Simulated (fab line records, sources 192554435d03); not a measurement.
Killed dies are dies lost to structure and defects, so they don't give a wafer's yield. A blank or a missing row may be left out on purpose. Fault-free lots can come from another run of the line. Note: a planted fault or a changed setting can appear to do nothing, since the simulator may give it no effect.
fab line records -- flow n5Finfet
record lots=6, wafers=18, lastDay=18
route steps=1938 shown BEOL_M0_SAQP@675
lots with no fault: from the same line, run without faults
startH: the number of hours between the record's first day and the start of the first shown wafer of the lot -- waitH: hours since the lot's step before -- " same as the row above -- L1.1+2: a single row standing in for several wafers -- - either no value or no given start -- * or withheld: withheld -- < > ~ a bound
route shown NAME@n: NAME is a module with steps in the file, n the number in the route of the first one -- usual: mean and standard deviation over wafers with no fault -- same: alike in all rows -- chamber/n: place in a boat -- sites: the reading at each site -- _std_site: their standard deviation -- _edge_site: the outer-site mean with the inner-site mean subtracted -- radiusMm: how far each site lies from the wafer's centre -- mask NAME#n: copy n -- behind: the last tool/chamber to shape the wafer -- hold: reason for holding the lot/hours on hold/outcome of the hold -- device: whichever transistor did not switch (one of n, p or np) -- end of line: tests of these same wafers at the route's end -- a step given without rows: its recipe and nothing more -- killed: the dies lost at the first sort to structure and to defects; this is not the yield of the wafer -- map: per-die view of a wafer (x killed, . not killed, _ where there is no die)
set.NAME: the setting as run; set.NAME@STEP: as run at that earlier step -- model.NAME: the simulator's own value behind a step, which no gauge read
lots at selected steps of the route; one table per step, one row per wafer
services: a tool's chamber out of use, with start hour (startH, from the record's first day; less than 0 if before it), hours out, and reason
## steps
# step N5_BEOL_M0_SAQP_RECESS_109
# recipe chemistry=HF/NH3, target=SiO2, targetDepthA=30, afsCycles=1, tempC=30, sublimationTempC=180, sublimationTimeS=60
# usual drypumpMotorCurrentA=5.6/0.33
lot.wafer,tool,chamber,startH,waitH,drypumpMotorCurrentA
L886.2,vaporEtch-02,0,137.76,0.2,5.2
L886.4,vaporEtch-02,1,137.76,0.2,5.9
L886.5,vaporEtch-02,0,137.76,0.2,5.2
L890.2,vaporEtch-02,1,161.00,0.0,5.8
L890.4,vaporEtch-02,1,161.00,0.0,5.9
L890.5,vaporEtch-02,1,161.00,0.0,5.8
L891.4,vaporEtch-01,0,165.23,0.1,5.9
L891.5,vaporEtch-01,0,165.23,0.1,5.9
L891.6,vaporEtch-01,1,165.23,0.1,5.3
L892.1,vaporEtch-02,1,171.06,0.0,5.9
L892.2,vaporEtch-02,0,171.06,0.0,5.2
L892.5,vaporEtch-02,0,171.06,0.0,5.2
L902.1,vaporEtch-02,1,234.47,0.0,5.9
L902.2,vaporEtch-02,0,234.47,0.0,5.2
L902.4,vaporEtch-02,1,234.47,0.0,5.8
L905.2,vaporEtch-01,0,250.67,0.0,5.9
L905.5,vaporEtch-01,1,250.67,0.0,5.3
L905.6,vaporEtch-01,0,250.67,0.0,5.9
# step N5_BEOL_M0_SAQP_SPACER2_ALD_26
# recipe material=SiO2, targetThkA=150, tempC=300, aldPrecursorFamily=BDEAS, aldCoReactant=O2-plasma, pulseTimeS=1, purgeTimeS=2, coReactantPurgeTimeS=2, pressureTorr=2
# usual heaterPowerW=487/50, precursorPulseHeightRel=1.002/0.021
# same coReactantPurgeTimeS=2, pulseTimeS=1
lot.wafer,tool,chamber,startH,waitH,heaterPowerW,precursorPulseHeightRel
L886.2,aldSin-04,1,138.20,0.4,470,1.043
L886.4,aldSin-04,3,138.20,0.4,441,0.994
L886.5,aldSin-04,2,138.20,0.4,559,0.994
L890.2,aldSin-03,1,161.17,0.1,470,0.978
L890.4,aldSin-03,3,161.17,0.1,367,0.999
L890.5,aldSin-03,1,161.17,0.1,469,0.997
L891.4,aldSin-02,0,165.34,0.1,483,0.986
L891.5,aldSin-02,2,165.34,0.1,485,1.014
L891.6,aldSin-02,3,165.34,0.1,516,1.005
L892.1,aldSin-03,3,171.20,0.1,364,1.038
L892.2,aldSin-03,0,171.20,0.1,459,0.995
L892.5,aldSin-03,1,171.20,0.1,475,1.007
L902.1,aldSin-02,3,234.62,0.1,520,1.022
L902.2,aldSin-02,1,234.62,0.1,562,1.007
L902.4,aldSin-02,2,234.62,0.1,495,1.009
L905.2,aldSin-03,2,251.53,0.8,521,0.994
L905.5,aldSin-03,0,251.53,0.8,470,0.986
L905.6,aldSin-03,1,251.53,0.8,468,1.012
# step N5_BEOL_M0_SAQP_SPACER2_ETCHBACK_27
# recipe chemistry=CHF3/O2, mode=anisotropicEtchback, target=SiO2, targetDepthA=225, timeS=11.25, pressureMtorr=30, sourceW=650, biasW=170, Ar_flow_sccm=200, CHF3_flow_sccm=50, O2_flow_sccm=5, ionEnergyEv=200
# usual drypumpMotorCurrentA=5.8/0.4, oesProductAu=0.78/0.094, rfVppV=528/8.2, showerheadPlenumPTorr=2.44/0.074, throttleValvePct=18.96/0.18
lot.wafer,tool,chamber,startH,waitH,drypumpMotorCurrentA,oesProductAu,rfHoursCounterH,rfVppV,showerheadPlenumPTorr,throttleValvePct
L886.2,rieDiel-01,1,138.79,0.3,5.8,0.70,236,503,2.48,19.33
L886.4,rieDiel-01,3,138.79,0.3,5.8,0.88,42,530,2.46,18.95
L886.5,rieDiel-01,0,138.79,0.3,6.3,0.89,-,540,2.46,19.10
L890.2,rieDiel-05,2,161.87,0.4,5.0,0.76,165,525,2.32,18.85
L890.4,rieDiel-05,0,161.87,0.4,6.1,0.71,208,525,2.49,19.04
L890.5,rieDiel-05,1,161.87,0.4,6.0,0.77,-,541,2.41,18.87
L891.4,rieDiel-05,2,165.89,0.3,5.1,0.75,167,527,2.32,18.86
L891.5,rieDiel-05,2,165.89,0.3,5.0,0.75,-,525,2.32,18.84
L891.6,rieDiel-05,3,165.89,0.3,5.8,0.69,-,533,2.47,19.15
L892.1,rieDiel-02,2,171.75,0.3,6.1,0.68,210,525,2.38,18.77
L892.2,rieDiel-02,3,171.75,0.3,6.3,0.92,22,513,2.55,18.72
L892.5,rieDiel-02,0,171.75,0.3,5.5,0.74,-,528,2.49,19.27
L902.1,rieDiel-05,3,235.16,0.3,5.7,0.68,250,532,2.46,19.17
L902.2,rieDiel-05,2,235.16,0.3,5.0,0.73,188,525,2.32,18.87
L902.4,rieDiel-05,3,235.16,0.3,5.8,0.67,-,532,2.46,19.17
L905.2,rieDiel-05,1,252.18,0.4,6.0,0.74,157,541,2.40,18.90
L905.5,rieDiel-05,2,252.18,0.4,5.0,0.72,-,526,2.31,18.88
L905.6,rieDiel-05,1,252.18,0.4,6.0,0.74,-,540,2.40,18.92
# step N5_BEOL_M0_SAQP_MANDREL2_REMOVE_110
# recipe chemistry=HBr/Cl2/O2, btTimeS=10, target=a-Si, stopOn=SiCN, endpoint=OES-SiCl, overEtchFrac=1, icpW=600, biasW=30, HBr_flow_sccm=150, Cl2_flow_sccm=80, O2_flow_sccm=5, pressureMtorr=10
# usual drypumpMotorCurrentA=5.7/0.4, mfcCl2Sccm=80.03/0.24, oesProductAu=1.005/0.017, throttleValvePct=36.7/0.38
# same overEtchFrac=1
lot.wafer,tool,chamber,startH,waitH,drypumpMotorCurrentA,mfcCl2Sccm,oesProductAu,rfHoursCounterH,throttleValvePct
L886.2,rieSi-03,2,138.87,0.1,6.2,80.07,1.011,27,36.5
L886.4,rieSi-03,1,138.87,0.1,6.3,80.23,0.994,17,36.8
L886.5,rieSi-03,2,138.87,0.1,6.2,79.86,1.014,-,36.5
L890.2,rieSi-04,0,161.96,0.1,5.2,79.99,0.994,191,36.5
L890.4,rieSi-04,3,161.96,0.1,5.9,79.77,1.013,81,37.3
L890.5,rieSi-04,2,161.96,0.1,6.1,79.49,1.026,-,36.2
L891.4,rieSi-04,0,165.97,0.1,5.2,80.16,0.997,191,36.5
L891.5,rieSi-04,2,165.97,0.1,6.1,79.78,1.020,-,36.2
L891.6,rieSi-04,1,165.97,0.1,5.1,79.64,0.981,-,36.5
L892.1,rieSi-05,0,171.84,0.1,5.3,80.21,0.989,46,36.7
L892.2,rieSi-05,3,171.84,0.1,5.8,80.00,1.032,148,36.2
L892.5,rieSi-05,2,171.84,0.1,5.6,80.32,1.024,-,36.8
L902.1,rieSi-04,1,235.25,0.1,5.1,79.71,0.994,8,36.5
L902.2,rieSi-04,3,235.25,0.1,5.8,80.24,1.013,82,37.3
L902.4,rieSi-04,2,235.25,0.1,6.1,80.34,1.018,103,36.2
L905.2,rieSi-04,1,252.27,0.1,5.1,79.89,0.995,8,36.4
L905.5,rieSi-04,0,252.27,0.1,5.2,80.32,0.978,-,36.6
L905.6,rieSi-04,1,252.27,0.1,5.1,80.03,0.994,-,36.4
# step N5_BEOL_M0_SAQP_CD_MEAS_29
# recipe targetCdNm=14.4, landingEnergyEv=1000, detector=seInlens
# usual cdNm=14.96/0.23
lot.wafer,tool,chamber,startH,waitH,cdNm
L886.2,cdSem-02,0,138.99,0.1,14.74
L886.4,cdSem-02,0,138.99,0.1,14.92
L886.5,cdSem-02,0,138.99,0.1,15.04
L890.2,cdSem-03,0,162.07,0.1,14.66
L890.4,cdSem-03,0,162.07,0.1,14.99
L890.5,cdSem-03,0,162.07,0.1,14.96
L891.4,cdSem-02,0,166.09,0.1,15.25
L891.5,cdSem-02,0,166.09,0.1,15.41
L891.6,cdSem-02,0,166.09,0.1,14.82
L892.1,cdSem-03,0,171.95,0.1,15.16
L892.2,cdSem-03,0,171.95,0.1,14.97
L892.5,cdSem-03,0,171.95,0.1,14.96
L902.1,cdSem-02,0,235.36,0.1,15.14
L902.2,cdSem-02,0,235.36,0.1,14.80
L902.4,cdSem-02,0,235.36,0.1,14.55
L905.2,cdSem-02,0,252.38,0.1,14.92
L905.5,cdSem-02,0,252.38,0.1,15.12
L905.6,cdSem-02,0,252.38,0.1,14.87
# step N5_BEOL_M0_SAQP_COAT_69
# recipe resist=SOC, tempC=250, timeS=60, spinRpm=1500, resistThkNm=90
# step N5_BEOL_M0_SAQP_COAT_72
# recipe resist=SiARC, tempC=220, timeS=60, spinRpm=1500, resistThkNm=15
# step N5_BEOL_M0_SAQP_COAT_87
# recipe resist=underlayer, tempC=205, timeS=60, spinRpm=1500, resistThkNm=5
# step N5_BEOL_M0_SAQP_COAT_34
# recipe resist=CAR-EUV, spinRpm=1500, resistThkNm=30
# step N5_BEOL_M0_SAQP_EBR_36
# recipe solvent=PGMEA, ebrWidthMm=1.5
# step N5_BEOL_M0_SAQP_SOFTBAKE_35
# recipe tempC=110, timeS=60, resist=CAR-EUV
# step N5_BEOL_M0_SAQP_EXPOSE_37
# recipe maskId=M0_CUT1, na=0.33, sourceShape=annular, sigmaInner=0.35, sigmaOuter=0.8, polarization=unpolarized, targetCdNm=30, doseMj=44.75
# step N5_BEOL_M0_SAQP_PEB_38
# recipe pebTempC=100, pebTimeS=60, resist=CAR-EUV
# usual chillPlateTempC=22.98/0.1, exhaustPa=45.2/0.95, resistLineTempC=22.98/0.1
lot.wafer,tool,chamber,startH,waitH,chillPlateTempC,exhaustPa,resistLineTempC
L886.2,lithoTrack-03,0,139.35,0.1,22.78,44.6,23.06
L886.4,lithoTrack-03,0,139.35,0.1,22.97,45.7,22.97
L886.5,lithoTrack-03,0,139.35,0.1,22.93,44.4,23.03
L890.2,lithoTrack-05,0,162.44,0.1,22.78,45.9,23.01
L890.4,lithoTrack-05,0,162.44,0.1,22.93,46.0,23.04
L890.5,lithoTrack-05,0,162.44,0.1,22.92,44.8,22.94
L891.4,lithoTrack-05,-,166.45,0.0,-,-,-
L891.5,lithoTrack-05,-,166.45,0.0,-,-,-
L891.6,lithoTrack-05,-,166.45,0.0,-,-,-
L892.1,lithoTrack-05,-,172.19,0.1,-,-,-
L892.2,lithoTrack-05,-,172.19,0.1,-,-,-
L892.5,lithoTrack-05,-,172.19,0.1,-,-,-
L902.1,lithoTrack-03,0,235.73,0.1,23.15,44.9,22.91
L902.2,lithoTrack-03,0,235.73,0.1,23.01,44.4,22.93
L902.4,lithoTrack-03,0,235.73,0.1,22.99,44.1,22.86
L905.2,lithoTrack-01,0,252.62,0.1,22.79,46.3,22.96
L905.5,lithoTrack-01,0,252.62,0.1,22.80,46.4,23.03
L905.6,lithoTrack-01,0,252.62,0.1,22.82,46.6,23.03
# step N5_BEOL_M0_SAQP_DEVELOP_39
# recipe developTimeS=30, developer=TMAH, resist=CAR-EUV, rinseLiquid=surfactantRinse, dry=airSpin, devTempC=23
## services
tool,chamber,startH,hours,kind
aldSin-03,-,119.99,2.8,pm
vaporEtch-01,-,128.24,15.6,pm
aldSin-03,1,130.03,1.8,repair
rieDiel-05,1,140.73,9.1,repair
rieDiel-01,3,144.44,4.0,repair
rieSi-05,1,152.19,13.2,repair
rieSi-03,-,175.14,2.8,pm
rieSi-04,0,175.68,-,clean
rieSi-04,0,175.68,15.7,scheduledDown
rieSi-04,0,175.68,15.7,ventCycle
aldSin-04,-,176.75,14.0,pm
rieDiel-02,2,177.07,8.7,repair
aldSin-04,1,194.15,6.7,repair
aldSin-03,-,194.21,6.0,pm
rieDiel-02,1,203.82,16.6,repair
rieDiel-01,3,205.00,4.9,repair
aldSin-03,2,223.34,3.2,repair
rieDiel-05,0,227.75,9.5,repair
rieDiel-05,3,237.47,-,clean
rieDiel-05,3,237.47,-,consumableReplace:focusRing
rieDiel-05,3,237.47,25.4,scheduledDown
rieDiel-05,3,237.47,25.4,ventCycle
aldSin-04,1,248.57,39.7,repair
rieDiel-01,3,252.29,4.1,repair
## key
firstSign step=N5_BEOL_M0_SAQP_PEB_38, reading=toolRecord, direction=missing
effect none on later readings
metAt N5_BEOL_M0_SAQP_PEB_38
struckWafers L891.4,L891.5,L891.6,L892.1,L892.2,L892.5
laterRowsLeftOut L891.4,L891.5,L891.6,L892.1,L892.2,L892.5
sortLeftOut L891.4,L891.5,L891.6,L892.1,L892.2,L892.5
onsetBetween 162.44 166.45
fault kind=skippedStepWhole, tool=lithoTrack-05, chamber=-, onsetH=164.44, steps=N5_BEOL_M0_SAQP_PEB_38, scope=struckLotsOnly
# sortLeftOut: the simulated sort isn't trusted on such a fault, so these wafers' sort isn't shown, and their yield isn't known
# laterRowsLeftOut: the simulator's readings of these wafers behind a module that went badly wrong aren't trusted and aren't shown, but for the sort
